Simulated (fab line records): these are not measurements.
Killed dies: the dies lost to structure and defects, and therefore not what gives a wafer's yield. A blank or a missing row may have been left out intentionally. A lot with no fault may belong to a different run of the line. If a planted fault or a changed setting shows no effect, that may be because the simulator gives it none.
Lot-split experiment | flow n5Finfet | 7 lots, 21 wafers read, on a route of 1938 steps

## ABOUT THE SPLIT
At N5_HKMG_FIN_COAT_06 (resist thk 90 nm), the setting spinRpm was moved away from the recipe's 1500 rpm on 5 of the 21 wafers read, by -9.3% to +7.5%. All remaining wafers had this setting at the recipe value.

## FROM THE SPLIT TO THE READING: what the file shows between them, 6 steps
- N5_HKMG_FIN_EBR_08
- N5_HKMG_FIN_SOFTBAKE_07: time 60 s
- N5_HKMG_FIN_EXPOSE_09: exposes mask NWFM
- N5_HKMG_FIN_PEB_10: peb time 60 s
- N5_HKMG_FIN_DEVELOP_11: develop time 30 s
- N5_HKMG_FIN_DESCUM_17: chemistry O2, time 7.9 s

## THE READING
CAR-ArF_of_HKMG_FIN_COAT_06.thkNm (the simulator's own value, which no gauge read), in nm, at N5_HKMG_FIN_ETCH_31 (etches SiARC in CF4, target depth 45.5 nm, time 75.8 s). The file does not state a usual value for it. Across the 16 wafers here that went through the recipe, the average is 50.7 nm and the standard deviation 0.21 nm.

wafer  | tool, chamber at the split | spinRpm as run, rpm | against the recipe | CAR-ArF_of_HKMG_FIN_COAT_06.thkNm, nm | against lot-mates on the recipe
L075.1 | lithoTrack-04, 0           | 1582                | +5.5%              | 48.8                                  | -1.9
L075.4 | lithoTrack-04, 0           | 1500                | recipe             | 50.6                                  | -
L075.5 | lithoTrack-04, 0           | 1500                | recipe             | 50.8                                  | -
L077.2 | lithoTrack-05, 0           | 1500                | recipe             | 50.8                                  | -
L077.3 | lithoTrack-05, 0           | 1500                | recipe             | 50.4                                  | -
L077.5 | lithoTrack-05, 0           | 1500                | recipe             | 50.6                                  | -
L078.2 | lithoTrack-04, 0           | 1500                | recipe             | 50.8                                  | -
L078.4 | lithoTrack-04, 0           | 1500                | recipe             | 50.8                                  | -
L078.5 | lithoTrack-04, 0           | 1500                | recipe             | 51                                    | -
L083.2 | lithoTrack-05, 0           | 1500                | recipe             | 50.6                                  | -
L083.6 | lithoTrack-05, 0           | 1500                | recipe             | 50.6                                  | -
L083.4 | lithoTrack-05, 0           | 1361                | -9.3%              | 55.2                                  | +4.6
L088.1 | lithoTrack-04, 0           | 1500                | recipe             | 50.4                                  | -
L088.4 | lithoTrack-04, 0           | 1500                | recipe             | 50.4                                  | -
L088.5 | lithoTrack-04, 0           | 1613                | +7.5%              | 47.6                                  | -2.8
L090.3 | lithoTrack-05, 0           | 1500                | recipe             | 50.6                                  | -
L090.5 | lithoTrack-05, 0           | 1500                | recipe             | 50.6                                  | -
L090.6 | lithoTrack-05, 0           | 1500                | recipe             | 50.6                                  | -
L092.1 | lithoTrack-01, 0           | 1412                | -5.9%              | 54                                    | +2.8
L092.2 | lithoTrack-01, 0           | 1412                | -5.9%              | 53.6                                  | +2.4
L092.5 | lithoTrack-01, 0           | 1500                | recipe             | 51.2                                  | -

FIT RESULTS
A straight line over all 21 wafers: CAR-ArF_of_HKMG_FIN_COAT_06.thkNm changes by -0.461 nm for each +1% of spinRpm; r = -0.98; the points scatter about the line by 0.29 nm.
The same after taking each lot's own level away (the mean of its wafers on the recipe; 21 wafers): -0.431 nm for each +1%; r = -0.99; scatter 0.21 nm.
That fit puts the effect of the largest move of spinRpm on the reading at 4 nm.
Across the lots, their own levels run from 50.40 to 51.20 nm, a range of 3.8 times the standard deviation given above.
So the lot-to-lot level changes the slope little: the two slopes agree.
Check: with one of the wafers moved furthest among these (-9.3%) left out of the fit, the line predicts +3.75 nm for it against its lot-mates. It came out at +4.6 nm against them.

## THE OTHER SPLITS THESE WAFERS WENT THROUGH
Note: prior to the reading, these wafers also went through further splits. Each is held against what the fit with the lots' levels taken away leaves over:
other split on the same wafers | wafers away from the commonest value | r with CAR-ArF_of_HKMG_FIN_COAT_06.thkNm (lot level and that fit taken away)
N5_SD_EPI_P_COAT_34 spinRpm    | 3                                    | -0.10
N5_HKMG_FIN_COAT_29 spinRpm    | 7                                    | +0.00

## THE WHOLE CHAIN: every reading that the file lists as answering this split, in the file's order
step                   | what it does                                           | reading                                                                            | change (the file's fit)               | r (the file's)
N5_HKMG_FIN_COAT_06    | resist thk 90 nm                                       | CAR-ArF_of_HKMG_FIN_COAT_06.thkNm (the simulator's own value, which no gauge read) | -0.46 nm for each +1% of the setting  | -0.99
N5_HKMG_FIN_DEVELOP_11 | develop time 30 s                                      | CAR-ArF_of_HKMG_FIN_COAT_06.thkNm (the simulator's own value, which no gauge read) | -0.438 nm for each +1% of the setting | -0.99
N5_HKMG_FIN_DESCUM_17  | chemistry O2, time 7.9 s                               | CAR-ArF_of_HKMG_FIN_COAT_06.thkNm (the simulator's own value, which no gauge read) | -0.451 nm for each +1% of the setting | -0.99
N5_HKMG_FIN_ETCH_31    | etches SiARC in CF4, target depth 45.5 nm, time 75.8 s | CAR-ArF_of_HKMG_FIN_COAT_06.thkNm (the simulator's own value, which no gauge read) | -0.432 nm for each +1% of the setting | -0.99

## FILE'S OWN FIT
CAR-ArF_of_HKMG_FIN_COAT_06.thkNm changes by -0.432 nm for each +1% of spinRpm, r = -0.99.
